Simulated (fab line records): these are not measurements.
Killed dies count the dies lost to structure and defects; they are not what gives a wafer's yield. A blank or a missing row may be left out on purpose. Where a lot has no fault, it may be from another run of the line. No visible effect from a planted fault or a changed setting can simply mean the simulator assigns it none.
fab line records | flow n5-finfet
record: lots: 7 | wafers: 39
route steps=1938 shown ZERO_LAYER@16 FIN_SAQP@114 SD_EPI_N@269 HKMG_FIN@449 MOL_CONTACT_COAG@584 BEOL_M1@816 BEOL_M3@994 BEOL_M5@1160 BEOL_M10@1488 BEOL_M13@1692 BEOL_M15@1809 PAD_METAL@1896 PASSIVATION@1936
start-h: start of the lot's first displayed wafer, in hours after the record's first day | wait-h: hours from the lot's prior step to this one | " repeats the value in the row above | L1.1+2: several wafers, shown together as one row | - either no value or no given start | * or withheld: withheld | < > ~ a bound
route shown NAME@n: NAME is a module with steps in the file, n the number in the route of the first one | usual: mean/standard deviation of fault-free wafers | same: alike in all rows | chamber/n: place in a boat | sites: readings site by site | _std_site: how widely they spread, as a standard deviation | _edge_site: the outer-site mean with the inner-site mean subtracted | radius-mm: for every site, how far away it sits from the centre of the wafer | mask NAME#n: copy n | behind: the last tool/chamber to shape the wafer | hold: what put the lot on hold/how long, in hours/how the hold closed | device: the n, p or np transistor that did not switch | end of line: at the end of the route, the tests of the same wafers | for a step that has no rows: nothing shown but its recipe | killed: dies lost to structure and defects at the first sort, not the wafer's yield | map: a wafer's dies, x killed, . not, _ none there
set.NAME: the run value of the setting; set.NAME@STEP: its run value at that earlier step | model.NAME: the simulator's own value behind a step, which no gauge read
lots whose settings were changed on purpose; a table a step, a row a wafer
== steps ==
step: N5_ZERO_LAYER_ETCH_18
recipe: chemistry: HBr/Cl2 | target: Si | target-depth-a: 1200 | time-s: 40 | pressure-mtorr: 10 | icp-w: 800 | bias-w: 75 | HBr_flow_sccm: 150 | Cl2_flow_sccm: 80
step: N5_FIN_SAQP_DESCUM_21
recipe: chemistry: O2 | time-s: 7.9 | source-power-w: 50 | bias-power-w: 20 | pressure-mtorr: 20 | rf-frequency-hz: 2.712e+07 | temp-c: 40 | resist: CAR-ArF | o2-flow-sccm: 225
step: N5_SD_EPI_N_DEVELOP_08
recipe: develop-time-s: 30 | developer: TMAH | resist: CAR-ArF-block | dev-temp-c: 23 | rinse-liquid: diw | dry: air-spin
step: N5_HKMG_FIN_ALD_71
recipe: material: TiN | target-thk-a: 10 | temp-c: 400 | ald-precursor-family: TiCl4 | ald-co-reactant: NH3 | pulse-time-s: 1 | purge-time-s: 3 | co-reactant-purge-time-s: 2 | co-reactant-pulse-time-s: 2 | ald-cycles: 47 | pressure-torr: 3
step: N5_MOL_CONTACT_COAG_ETCHBACK_135
recipe: chemistry: CHF3 | target: SiO2 | target-depth-a: 250 | time-s: 16.7 | ion-energy-ev: 200 | pressure-mtorr: 30 | source-w: 610 | bias-w: 170 | Ar_flow_sccm: 200 | CHF3_flow_sccm: 50
step: N5_BEOL_M1_SPUTTER_79
recipe: material: Cu | target-thk-a: 45 | temp-c: -20 | chamber-pressure-pa: 0.07 | power-w: withheld | time-s: 8.29
step: N5_BEOL_M3_SPUTTER_48
step: N5_BEOL_M5_TRENCH_ETCH_37
recipe: chemistry: C4F6/O2 | target-depth-a: 716.52 | target: SiCOH_lowk | time-s: 24.7 | ion-energy-ev: 250 | pressure-mtorr: 30 | source-w: 345 | bias-w: 185 | Ar_flow_sccm: 300 | C4F6_flow_sccm: 10 | O2_flow_sccm: 10
step: N5_BEOL_M10_ETCH_62
recipe: chemistry: N2/H2 | target: SOC | target-depth-a: 1100 | overetch-a: 220 | mask-material: SiARC | temp-c: 40 | time-s: 165 | ion-energy-ev: 200 | pressure-mtorr: 30 | source-w: 840 | bias-w: 150 | n2-flow-sccm: 200 | h2-flow-sccm: 200
step: N5_BEOL_M13_DESCUM_33
recipe: chemistry: O2 | time-s: 7.9 | source-power-w: 50 | bias-power-w: 20 | pressure-mtorr: 20 | rf-frequency-hz: 2.712e+07 | temp-c: 40 | o2-flow-sccm: 225
step: N5_BEOL_M15_TRENCH_ETCH_34
recipe: chemistry: C4F8/O2/Ar | target: SiO2 | target-depth-a: 8729.3 | he-inner-torr: 15 | he-outer-torr: 30 | time-s: 199 | ion-energy-ev: 800 | pressure-mtorr: 20 | source-w: 1905 | bias-w: 2040 | Ar_flow_sccm: 400 | C4F8_flow_sccm: 16 | O2_flow_sccm: 12
step: N5_PASSIVATION_AL_DEP_21
recipe: material: Al | target-thk-a: 28000 | temp-c: 400 | time-s: 170 | power-w: 30000 | chamber-pressure-pa: 0.4 | gas: Ar
step: N5_PASSIVATION_PROBE_49
usual: killed-at-other: 4/3.3 | killed-on-rim: 14/3.5 | sort_bin_5_function: 5.1/0.92
lot.wafer | tool      | chamber | start-h | wait-h | set.target-depth-a@ZERO_LAYER_ETCH_18 | set.time-s@FIN_SAQP_DESCUM_21 | set.develop-time-s@SD_EPI_N_DEVELOP_08 | set.ald-cycles@HKMG_FIN_ALD_71 | set.target-depth-a@MOL_CONTACT_COAG_ETCHBACK_135 | set.time-s@BEOL_M1_SPUTTER_79 | set.target-thk-a@BEOL_M3_SPUTTER_48 | set.target-depth-a@BEOL_M5_TRENCH_ETCH_37 | set.time-s@BEOL_M10_ETCH_62 | set.time-s@BEOL_M13_DESCUM_33 | set.time-s@BEOL_M15_TRENCH_ETCH_34 | set.time-s@PASSIVATION_AL_DEP_21 | killed-at-other | killed-on-rim | sort_bin_5_function[%]
L074.1    | prober-02 | -       | 310.47  | 0.0    | 1783                                  | 7.9                           | 30                                     | 75                             | 208.3                                            | 8.29                          | 45                                  | 573.1                                     | 165                         | 3.942                         | 199                                | 243.9                            | 1041            | 152           | 94.7
L074.2    | prober-02 | -       | 310.52  | 0.1    | 1783                                  | 7.9                           | 17.1                                   | 75                             | 250                                              | 8.29                          | 45                                  | 573.1                                     | 127.2                       | 3.942                         | 124.7                              | 170                              | 4               | 34            | 9.4
L074.3    | prober-02 | -       | 310.57  | 0.1    | 1200                                  | 7.9                           | 17.1                                   | 75                             | 208.3                                            | 8.29                          | 45                                  | 716.52                                    | 127.2                       | 7.9                           | 199                                | 243.9                            | 1001            | 152           | 96.3
L074.4    | prober-02 | -       | 310.62  | 0.2    | 1200                                  | 7.9                           | 17.1                                   | 47                             | 250                                              | 8.29                          | 45                                  | 573.1                                     | 165                         | 7.9                           | 124.7                              | 243.9                            | 1095            | 152           | 97.4
L074.5    | prober-02 | -       | 310.67  | 0.2    | 1200                                  | 7.9                           | 30                                     | 47                             | 250                                              | 8.29                          | 45                                  | 716.52                                    | 127.2                       | 7.9                           | 124.7                              | 170                              | 13              | 31            | 42.2
L074.6    | prober-02 | -       | 310.72  | 0.3    | 1783                                  | 7.9                           | 30                                     | 47                             | 208.3                                            | 8.29                          | 45                                  | 716.52                                    | 165                         | 3.942                         | 199                                | 170                              | 1               | 16            | 6.8
L083.1    | prober-01 | -       | 362.77  | 0.0    | 621.6                                 | 7.9                           | 30                                     | 68                             | 383.5                                            | 8.29                          | 52.31                               | 716.52                                    | 165                         | 11.88                         | 314.5                              | 170                              | 2               | 11            | 4.2
L083.2    | prober-01 | -       | 362.82  | 0.1    | 621.6                                 | 4.3                           | 19.65                                  | 47                             | 383.5                                            | 8.29                          | 45                                  | 542.5                                     | 165                         | 7.9                           | 199                                | 135.3                            | 5               | 11            | 5.7
L083.3    | prober-01 | -       | 362.87  | 0.1    | 621.6                                 | 4.3                           | 30                                     | 47                             | 250                                              | 8.29                          | 45                                  | 542.5                                     | 217.9                       | 7.9                           | 314.5                              | 135.3                            | 8               | 11            | 5.0
L083.4    | prober-01 | -       | 362.92  | 0.2    | 1200                                  | 7.9                           | 30                                     | 47                             | 383.5                                            | 6.872                         | 52.31                               | 716.52                                    | 217.9                       | 7.9                           | 199                                | 170                              | 5               | 19            | 5.6
L083.5    | prober-01 | -       | 362.97  | 0.2    | 1200                                  | 4.3                           | 19.65                                  | 68                             | 250                                              | 6.872                         | 45                                  | 716.52                                    | 217.9                       | 11.88                         | 314.5                              | 135.3                            | 10              | 14            | 4.9
L083.6    | prober-01 | -       | 363.02  | 0.3    | 1200                                  | 7.9                           | 19.65                                  | 68                             | 250                                              | 6.872                         | 52.31                               | 542.5                                     | 165                         | 11.88                         | 199                                | 170                              | 5               | 12            | 4.2
L086.1    | prober-01 | -       | 381.59  | 0.0    | 1200                                  | 6.633                         | 30                                     | 47                             | 250                                              | 8.29                          | 45                                  | 716.52                                    | 165                         | 7.9                           | 199                                | 263.6                            | 1113            | 152           | 97.2
L086.2    | prober-01 | -       | 381.64  | 0.1    | 1200                                  | 6.633                         | 30                                     | 67                             | 250                                              | 5.043                         | 70.35                               | 973.3                                     | 165                         | 7.9                           | 307.9                              | 170                              | 2               | 17            | 5.8
L086.3    | prober-01 | -       | 381.69  | 0.1    | 1200                                  | 7.9                           | 30                                     | 47                             | 191                                              | 8.29                          | 70.35                               | 973.3                                     | 165                         | 7.9                           | 199                                | 170                              | 5               | 10            | 3.3
L086.4    | prober-01 | -       | 381.74  | 0.2    | 1200                                  | 6.633                         | 30                                     | 47                             | 191                                              | 5.043                         | 45                                  | 973.3                                     | 165                         | 9.13                          | 307.9                              | 263.6                            | 1095            | 152           | 96.4
L086.5    | prober-01 | -       | 381.79  | 0.2    | 1200                                  | 7.9                           | 30                                     | 67                             | 191                                              | 5.043                         | 45                                  | 716.52                                    | 165                         | 9.13                          | 199                                | 263.6                            | 1107            | 152           | 96.4
L086.6    | prober-01 | -       | 381.84  | 0.3    | 1200                                  | 7.9                           | 30                                     | 67                             | 250                                              | 8.29                          | 70.35                               | 716.52                                    | 165                         | 9.13                          | 307.9                              | 170                              | 7               | 11            | 5.6
L091.3    | prober-01 | -       | 407.99  | 0.1    | 1200                                  | 7.9                           | 30                                     | 47                             | 250                                              | 8.29                          | 45                                  | 716.52                                    | 165                         | 7.9                           | 199                                | 170                              | 2               | 18            | 6.6
L091.4    | prober-01 | -       | 408.04  | 0.2    | 1200                                  | 7.9                           | 30                                     | 47                             | 250                                              | 8.29                          | 45                                  | 716.52                                    | 165                         | 7.9                           | 199                                | 170                              | 8               | 11            | 5.6
L091.6    | prober-01 | -       | 408.14  | 0.3    | 1200                                  | 7.9                           | 30                                     | 47                             | 250                                              | 8.29                          | 45                                  | 716.52                                    | 165                         | 7.9                           | 199                                | 170                              | 10              | 20            | 7.1
L089.1    | prober-01 | -       | 409.87  | 0.0    | 518.8                                 | 7.9                           | 20.36                                  | 71                             | 250                                              | 8.29                          | 71.98                               | 392.4                                     | 165                         | 11.51                         | 96.37                              | 170                              | 2               | 113           | 77.3
L089.2    | prober-01 | -       | 409.92  | 0.1    | 518.8                                 | 7.9                           | 30                                     | 47                             | 250                                              | 8.29                          | 45                                  | 392.4                                     | 241.1                       | 7.9                           | 199                                | 197.1                            | 147             | 103           | 17.0
L089.3    | prober-01 | -       | 409.97  | 0.1    | 1200                                  | 11.02                         | 20.36                                  | 71                             | 250                                              | 8.29                          | 45                                  | 716.52                                    | 241.1                       | 11.51                         | 199                                | 197.1                            | 544             | 86            | 51.8
L089.4    | prober-01 | -       | 410.02  | 0.2    | 1200                                  | 11.02                         | 30                                     | 47                             | 250                                              | 8.29                          | 71.98                               | 392.4                                     | 241.1                       | 11.51                         | 96.37                              | 170                              | 1               | 91            | 4.9
L089.5    | prober-01 | -       | 410.07  | 0.2    | 1200                                  | 7.9                           | 30                                     | 71                             | 250                                              | 8.29                          | 71.98                               | 716.52                                    | 165                         | 7.9                           | 199                                | 170                              | 1               | 16            | 4.0
L089.6    | prober-01 | -       | 410.12  | 0.3    | 518.8                                 | 11.02                         | 20.36                                  | 47                             | 250                                              | 8.29                          | 45                                  | 716.52                                    | 165                         | 7.9                           | 96.37                              | 197.1                            | 200             | 35            | 20.0
L097.1    | prober-02 | -       | 441.01  | 0.1    | 933.8                                 | 5.637                         | 30                                     | 47                             | 250                                              | 8.29                          | 67.67                               | 716.52                                    | 165                         | 7.9                           | 199                                | 170                              | 4               | 14            | 5.1
L097.2    | prober-02 | -       | 441.06  | 0.2    | 1200                                  | 5.637                         | 45.54                                  | 47                             | 306                                              | 8.29                          | 45                                  | 716.52                                    | 165                         | 7.9                           | 97.64                              | 170                              | 1               | 40            | 4.9
L097.3    | prober-02 | -       | 441.11  | 0.2    | 933.8                                 | 7.9                           | 30                                     | 72                             | 250                                              | 8.29                          | 45                                  | 716.52                                    | 165                         | 5.379                         | 97.64                              | 170                              | 3               | 29            | 3.2
L097.4    | prober-02 | -       | 441.16  | 0.3    | 1200                                  | 7.9                           | 30                                     | 72                             | 306                                              | 8.29                          | 45                                  | 716.52                                    | 165                         | 5.379                         | 199                                | 170                              | 2               | 16            | 4.6
L097.5    | prober-02 | -       | 441.21  | 0.3    | 933.8                                 | 7.9                           | 45.54                                  | 47                             | 306                                              | 8.29                          | 67.67                               | 716.52                                    | 165                         | 5.379                         | 199                                | 170                              | 2               | 18            | 5.7
L097.6    | prober-02 | -       | 441.26  | 0.4    | 1200                                  | 5.637                         | 45.54                                  | 72                             | 250                                              | 8.29                          | 67.67                               | 716.52                                    | 165                         | 7.9                           | 97.64                              | 170                              | 4               | 42            | 4.1
L096.1    | prober-02 | -       | 452.51  | 0.0    | 1200                                  | 7.9                           | 30                                     | 35                             | 389.9                                            | 8.29                          | 45                                  | 1138                                      | 254.7                       | 3.381                         | 199                                | 170                              | 4               | 110           | 3.6
L096.2    | prober-02 | -       | 452.56  | 0.1    | 1200                                  | 10.39                         | 30                                     | 47                             | 389.9                                            | 4.217                         | 45                                  | 716.52                                    | 165                         | 3.381                         | 199                                | 112.3                            | 5               | 14            | 5.2
L096.3    | prober-02 | -       | 452.61  | 0.1    | 1616                                  | 7.9                           | 30                                     | 35                             | 250                                              | 4.217                         | 45                                  | 716.52                                    | 254.7                       | 7.9                           | 199                                | 170                              | 3               | 16            | 5.1
L096.4    | prober-02 | -       | 452.66  | 0.2    | 1200                                  | 10.39                         | 30                                     | 47                             | 250                                              | 4.217                         | 45                                  | 1138                                      | 165                         | 3.381                         | 311.1                              | 170                              | 0               | 152           | 5.2
L096.5    | prober-02 | -       | 452.71  | 0.2    | 1616                                  | 10.39                         | 30                                     | 35                             | 389.9                                            | 8.29                          | 45                                  | 716.52                                    | 165                         | 7.9                           | 311.1                              | 112.3                            | 4               | 13            | 4.2
L096.6    | prober-02 | -       | 452.76  | 0.3    | 1616                                  | 7.9                           | 30                                     | 47                             | 250                                              | 8.29                          | 45                                  | 1138                                      | 254.7                       | 7.9                           | 311.1                              | 112.3                            | 7               | 106           | 5.8
killed by level:class
L074.1 PASSIVATION:area-etch=1041 MOL_CONTACT_COAG:geometric-particle:open=18 BEOL_M0_SAQP:geometric-particle:open=14 FIN_SAQP:geometric-particle:open=11 MOL_CONTACT_COAG:geometric-particle:short=11 STI_FIN_REVEAL:geometric-particle:open=10 DUMMY_GATE:geometric-particle:open=10 FIN_SAQP:geometric-particle:short=9
L074.2 BEOL_M10:area-etch=51 MOL_CONTACT_COAG:geometric-particle:open=25 BEOL_M3:geometric-particle:open=9 BEOL_M0_SAQP:geometric-particle:open=8 BEOL_M0_SAQP:geometric-particle:short=8 BEOL_M15:area-ecd=7 FIN_SAQP:geometric-particle:open=6 MOL_CONTACT_COAG:geometric-particle:short=6
L074.3 PASSIVATION:area-etch=1001 BEOL_M10:area-etch=87 MOL_CONTACT_COAG:geometric-particle:open=21 BEOL_M3:geometric-particle:open=9 FIN_SAQP:geometric-particle:short=7 BEOL_M0_SAQP:geometric-particle:open=6 BEOL_M4:geometric-particle:open=6 DUMMY_GATE:geometric-particle:open=4
L074.4 PASSIVATION:area-etch=1090 MOL_CONTACT_COAG:geometric-particle:open=25 MOL_CONTACT_COAG:geometric-particle:short=7 BEOL_M1:geometric-particle:open=7 BEOL_M0_SAQP:geometric-particle:short=5 BEOL_M1:geometric-particle:short=5 DUMMY_GATE:geometric-particle:open=3 BEOL_M0_SAQP:geometric-particle:open=3
L074.5 BEOL_M10:area-etch=439 MOL_CONTACT_COAG:geometric-particle:open=14 MIM_TOP:geometric-particle:short=8 BEOL_M0_SAQP:geometric-particle:open=8 BEOL_M3:geometric-particle:open=8 BEOL_M15:area-ecd=8 FIN_SAQP:geometric-particle:open=6 FIN_SAQP:geometric-particle:short=6
L074.6 MOL_CONTACT_COAG:geometric-particle:open=42 STI_FIN_REVEAL:geometric-particle:open=13 FIN_SAQP:geometric-particle:short=9 MOL_CONTACT_COAG:geometric-particle:short=9 FIN_SAQP:geometric-particle:open=7 BEOL_M0_SAQP:geometric-particle:short=7 BEOL_M2:geometric-particle:open=7 DUMMY_GATE:geometric-particle:open=5
L083.1 BEOL_M0:geometric-particle:open=8 BEOL_M1:geometric-particle:open=8 BEOL_M2:geometric-particle:open=7 FIN_SAQP:geometric-particle:open=6 MOL_CONTACT_COAG:geometric-particle:open=6 FIN_SAQP:geometric-particle:short=5 BEOL_M0_SAQP:geometric-particle:open=5 BEOL_M6:geometric-particle:open=4
L083.2 MOL_CONTACT_COAG:geometric-particle:open=15 BEOL_M2:geometric-particle:open=11 MOL_CONTACT_COAG:geometric-particle:short=8 BEOL_M0_SAQP:geometric-particle:open=8 BEOL_M0_SAQP:geometric-particle:short=8 BEOL_M5:area-ecd=7 FIN_SAQP:geometric-particle:short=6 BEOL_M0:geometric-particle:open=6
L083.3 MOL_CONTACT_COAG:geometric-particle:open=13 FIN_SAQP:geometric-particle:short=11 BEOL_M2:geometric-particle:open=9 BEOL_M1:geometric-particle:open=7 BEOL_M4:geometric-particle:open=7 STI_FIN_REVEAL:geometric-particle:open=6 MOL_CONTACT_COAG:geometric-particle:short=6 STI_FIN_REVEAL:geometric-particle:short=5
L083.4 MOL_CONTACT_COAG:geometric-particle:open=13 STI_FIN_REVEAL:geometric-particle:open=9 BEOL_M0_SAQP:geometric-particle:short=9 BEOL_M0_SAQP:geometric-particle:open=7 GATE_CUT:geometric-particle:short=7 FIN_SAQP:geometric-particle:short=6 DUMMY_GATE:geometric-particle:open=6 FIN_SAQP:geometric-particle:open=5
L083.5 MOL_CONTACT_COAG:geometric-particle:open=17 FIN_SAQP:geometric-particle:short=9 BEOL_M2:geometric-particle:open=8 FIN_SAQP:geometric-particle:open=7 BEOL_M0:geometric-particle:open=5 MOL_CONTACT_COAG:geometric-particle:short=4 BEOL_M3:geometric-particle:open=4 MIM_TOP:geometric-particle:open=4
L083.6 MOL_CONTACT_COAG:geometric-particle:open=18 BEOL_M5:area-ecd=8 BEOL_M3:geometric-particle:open=7 BEOL_M2:geometric-particle:open=6 MOL_CONTACT_COAG:geometric-particle:short=5 BEOL_M0:geometric-particle:open=4 STI_FIN_REVEAL:geometric-particle:open=4 DUMMY_GATE:geometric-particle:open=4
L086.1 PASSIVATION:area-etch=1111 MOL_CONTACT_COAG:geometric-particle:open=16 BEOL_M3:geometric-particle:open=6 BEOL_M4:geometric-particle:open=5 MOL_CONTACT_COAG:geometric-particle:short=4 DUMMY_GATE:geometric-particle:open=3 ILD0:geometric-particle:short=3 GATE_CUT:geometric-particle:short=3
L086.2 MOL_CONTACT_COAG:geometric-particle:open=17 STI_FIN_REVEAL:geometric-particle:open=11 BEOL_M1:geometric-particle:open=9 BEOL_M3:geometric-particle:open=8 BEOL_M0_SAQP:geometric-particle:short=5 FIN_SAQP:geometric-particle:open=4 FIN_SAQP:geometric-particle:short=4 MOL_CONTACT_COAG:geometric-particle:short=4
L086.3 MOL_CONTACT_COAG:geometric-particle:open=9 BEOL_M3:geometric-particle:open=7 FIN_SAQP:geometric-particle:open=3 BEOL_M0_SAQP:geometric-particle:short=3 HKMG_FIN:area-etch=3 FIN_SAQP:geometric-particle:short=2 STI_FIN_REVEAL:geometric-particle:open=2 DUMMY_GATE:geometric-particle:open=2
L086.4 PASSIVATION:area-etch=1095 MOL_CONTACT_COAG:geometric-particle:open=20 BEOL_M2:geometric-particle:open=8 BEOL_M0_SAQP:geometric-particle:short=7 BEOL_M0_SAQP:geometric-particle:open=5 BEOL_M3:geometric-particle:open=5 BEOL_M1:geometric-particle:open=4 BEOL_M4:geometric-particle:open=4
L086.5 PASSIVATION:area-etch=1099 MOL_CONTACT_COAG:geometric-particle:open=9 FIN_SAQP:geometric-particle:short=7 FIN_SAQP:geometric-particle:open=7 BEOL_M0_SAQP:geometric-particle:short=7 BEOL_M0_SAQP:geometric-particle:open=5 ILD0:geometric-particle:open=4 MIM_TOP_ETCH:geometric-particle:short=4
L086.6 MOL_CONTACT_COAG:geometric-particle:open=25 FIN_SAQP:geometric-particle:short=10 MOL_CONTACT_COAG:geometric-particle:short=8 BEOL_M0_SAQP:geometric-particle:open=8 BEOL_M3:geometric-particle:open=7 FIN_SAQP:geometric-particle:open=6 STI_FIN_REVEAL:geometric-particle:open=6 BEOL_M1:geometric-particle:open=6
L091.3 FIN_SAQP:geometric-particle:short=20 BEOL_M0_SAQP:geometric-particle:short=14 FIN_SAQP:geometric-particle:open=11 MOL_CONTACT_COAG:geometric-particle:open=11 STI_FIN_REVEAL:geometric-particle:open=9 BEOL_M0_SAQP:geometric-particle:open=9 BEOL_M4:geometric-particle:open=8 BEOL_M3:geometric-particle:open=6
L091.4 MOL_CONTACT_COAG:geometric-particle:open=16 FIN_SAQP:geometric-particle:open=11 BEOL_M0_SAQP:geometric-particle:open=7 BEOL_M2:geometric-particle:open=7 BEOL_M0_SAQP:geometric-particle:short=6 BEOL_M4:geometric-particle:open=6 FIN_SAQP:geometric-particle:short=5 BEOL_M7:geometric-particle:open=5
L091.6 MOL_CONTACT_COAG:geometric-particle:open=19 FIN_SAQP:geometric-particle:open=18 STI_FIN_REVEAL:geometric-particle:open=16 FIN_SAQP:geometric-particle:short=15 BEOL_M0_SAQP:geometric-particle:open=10 BEOL_M0_SAQP:geometric-particle:short=10 DUMMY_GATE:geometric-particle:open=7 BEOL_M2:geometric-particle:open=7
L089.1 BEOL_M5:area-ecd=862 BEOL_M15:area-ecd=37 STI_FIN_REVEAL:geometric-particle:open=18 BEOL_M1:geometric-particle:open=10 FIN_SAQP:geometric-particle:open=9 GATE_CUT:geometric-particle:open=6 MOL_CONTACT_COAG:geometric-particle:open=6 BEOL_M0_SAQP:geometric-particle:short=5
L089.2 BEOL_M5:area-ecd=662 PASSIVATION:area-etch=146 STI_FIN_REVEAL:geometric-particle:open=15 BEOL_M2:geometric-particle:open=10 MOL_CONTACT_COAG:geometric-particle:open=8 FIN_SAQP:geometric-particle:open=6 BEOL_M4:geometric-particle:open=6 BEOL_M0_SAQP:geometric-particle:open=5
L089.3 PASSIVATION:area-etch=538 FIN_SAQP:geometric-particle:open=13 STI_FIN_REVEAL:geometric-particle:open=10 BEOL_M0_SAQP:geometric-particle:short=10 FIN_SAQP:geometric-particle:short=6 GATE_CUT:geometric-particle:short=6 MOL_CONTACT_COAG:geometric-particle:short=5 BEOL_M1:geometric-particle:open=5
L089.4 BEOL_M5:area-ecd=635 BEOL_M15:area-ecd=50 FIN_SAQP:geometric-particle:open=12 FIN_SAQP:geometric-particle:short=11 STI_FIN_REVEAL:geometric-particle:open=11 BEOL_M0_SAQP:geometric-particle:open=9 MOL_CONTACT_COAG:geometric-particle:open=8 BEOL_M0_SAQP:geometric-particle:short=5
L089.5 STI_FIN_REVEAL:geometric-particle:open=9 BEOL_M0_SAQP:geometric-particle:open=8 BEOL_M1:geometric-particle:open=6 FIN_SAQP:geometric-particle:short=5 MOL_CONTACT_COAG:geometric-particle:open=5 BEOL_M1:geometric-particle:short=5 STARTING-WAFER:geometric-particle:short=5 HKMG_FIN:area-etch=5
L089.6 PASSIVATION:area-etch=198 BEOL_M15:area-ecd=145 STI_FIN_REVEAL:geometric-particle:open=12 BEOL_M2:geometric-particle:open=10 MOL_CONTACT_COAG:geometric-particle:open=8 BEOL_M0_SAQP:geometric-particle:open=6 BEOL_M1:geometric-particle:open=5 BEOL_M0_SAQP:geometric-particle:short=4
L097.1 STI_FIN_REVEAL:geometric-particle:open=13 BEOL_M2:geometric-particle:open=11 FIN_SAQP:geometric-particle:open=8 MOL_CONTACT_COAG:geometric-particle:open=7 BEOL_M1:geometric-particle:open=7 BEOL_M0_SAQP:geometric-particle:open=6 FIN_SAQP:geometric-particle:short=5 DUMMY_GATE:geometric-particle:open=5
L097.2 BEOL_M15:area-ecd=174 STI_FIN_REVEAL:geometric-particle:open=19 BEOL_M4:geometric-particle:open=10 FIN_SAQP:geometric-particle:open=6 FIN_SAQP:geometric-particle:short=6 MOL_CONTACT_COAG:geometric-particle:open=6 BEOL_M3:geometric-particle:open=6 BEOL_M1:geometric-particle:short=5
L097.3 BEOL_M15:area-ecd=148 FIN_SAQP:geometric-particle:short=8 STI_FIN_REVEAL:geometric-particle:open=8 DUMMY_GATE:geometric-particle:open=7 BEOL_M4:geometric-particle:open=6 BEOL_M2:geometric-particle:open=5 MOL_CONTACT_COAG:geometric-particle:open=4 BEOL_M1:geometric-particle:short=4
L097.4 BEOL_M4:geometric-particle:open=13 BEOL_M3:geometric-particle:open=12 BEOL_M2:geometric-particle:open=10 FIN_SAQP:geometric-particle:short=7 BEOL_M1:geometric-particle:short=6 BEOL_M1:geometric-particle:open=6 STARTING-WAFER:geometric-particle:open=5 DUMMY_GATE:geometric-particle:open=4
L097.5 BEOL_M0_SAQP:geometric-particle:short=15 BEOL_M0_SAQP:geometric-particle:open=10 DUMMY_GATE:geometric-particle:open=10 BEOL_M4:geometric-particle:open=9 FIN_SAQP:geometric-particle:short=7 DUMMY_GATE:geometric-particle:short=7 MOL_CONTACT_COAG:geometric-particle:open=7 FIN_SAQP:geometric-particle:open=5
L097.6 BEOL_M15:area-ecd=192 BEOL_M4:geometric-particle:open=14 BEOL_M1:geometric-particle:open=12 MOL_CONTACT_COAG:geometric-particle:open=7 BEOL_M0_SAQP:geometric-particle:short=7 BEOL_M0_SAQP:geometric-particle:open=7 BEOL_M1:geometric-particle:short=6 BEOL_M2:geometric-particle:open=5
L096.1 BEOL_M5:area-etch=818 STI_FIN_REVEAL:geometric-particle:open=7 BEOL_M2:geometric-particle:open=7 FIN_SAQP:geometric-particle:short=6 BEOL_M0_SAQP:geometric-particle:short=5 FIN_SAQP:geometric-particle:open=4 BEOL_M0_SAQP:geometric-particle:open=4 BEOL_M2:geometric-particle:short=4
L096.2 BEOL_M2:geometric-particle:open=15 BEOL_M0_SAQP:geometric-particle:short=10 BEOL_M4:geometric-particle:open=9 MOL_CONTACT_COAG:geometric-particle:open=8 FIN_SAQP:geometric-particle:short=7 BEOL_M2:geometric-particle:short=7 STI_FIN_REVEAL:geometric-particle:open=5 HKMG_FIN:area-etch=5
L096.3 BEOL_M2:geometric-particle:open=11 MOL_CONTACT_COAG:geometric-particle:open=9 BEOL_M0_SAQP:geometric-particle:short=9 FIN_SAQP:geometric-particle:short=8 BEOL_M4:geometric-particle:open=8 BEOL_M0_SAQP:geometric-particle:open=6 BEOL_M3:geometric-particle:open=6 HKMG_FIN:area-etch=6
L096.4 BEOL_M5:area-etch=530 BEOL_M2:geometric-particle:open=13 BEOL_M4:geometric-particle:open=12 STI_FIN_REVEAL:geometric-particle:open=11 MOL_CONTACT_COAG:geometric-particle:open=8 BEOL_M6:geometric-particle:open=8 BEOL_M1:geometric-particle:open=6 BEOL_M0_SAQP:geometric-particle:open=6
L096.5 STI_FIN_REVEAL:geometric-particle:open=17 BEOL_M2:geometric-particle:open=13 GATE_CUT:geometric-particle:short=9 MOL_CONTACT_COAG:geometric-particle:open=7 FIN_SAQP:geometric-particle:short=6 HKMG_FIN:area-etch=6 FIN_SAQP:geometric-particle:open=4 BEOL_M3:geometric-particle:open=4
L096.6 BEOL_M5:area-etch=647 BEOL_M2:geometric-particle:open=12 BEOL_M4:geometric-particle:open=11 MOL_CONTACT_COAG:geometric-particle:open=9 STI_FIN_REVEAL:geometric-particle:open=8 BEOL_M2:geometric-particle:short=8 BEOL_M3:geometric-particle:open=8 DUMMY_GATE:geometric-particle:open=5
== key ==
split: step: N5_ZERO_LAYER_ETCH_18 | setting: target-depth-a | stated-as: 1200
response none clear
split: step: N5_FIN_SAQP_DESCUM_21 | setting: time-s | stated-as: 7.9
response none clear
split: step: N5_SD_EPI_N_DEVELOP_08 | setting: develop-time-s | stated-as: 30
response none clear
split: step: N5_HKMG_FIN_ALD_71 | setting: ald-cycles | stated-as: 47
response none clear
split: step: N5_MOL_CONTACT_COAG_ETCHBACK_135 | setting: target-depth-a | stated-as: 250
response none clear
split: step: N5_BEOL_M1_SPUTTER_79 | setting: time-s | stated-as: 8.29
response none clear
split: step: N5_BEOL_M3_SPUTTER_48 | setting: target-thk-a | stated-as: 45
response none clear
split: step: N5_BEOL_M5_TRENCH_ETCH_37 | setting: target-depth-a | stated-as: 716.52
response none clear
split: step: N5_BEOL_M10_ETCH_62 | setting: time-s | stated-as: 165
response none clear
split: step: N5_BEOL_M13_DESCUM_33 | setting: time-s | stated-as: 7.9
response none clear
split: step: N5_BEOL_M15_TRENCH_ETCH_34 | setting: time-s | stated-as: 199
response none clear
split: step: N5_PASSIVATION_AL_DEP_21 | setting: time-s | stated-as: 170
response: step: N5_PASSIVATION_PROBE_49 | reading: killed-at-other | slope: +15.9 | per: 1% | together-with: all | explained: 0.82
response: step: N5_PASSIVATION_PROBE_49 | reading: sort_bin_5_function | slope: +1.2 | per: 1% | together-with: all | explained: 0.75
response: step: N5_PASSIVATION_PROBE_49 | reading: killed-on-rim | slope: +2.17 | per: 1% | together-with: all | explained: 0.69
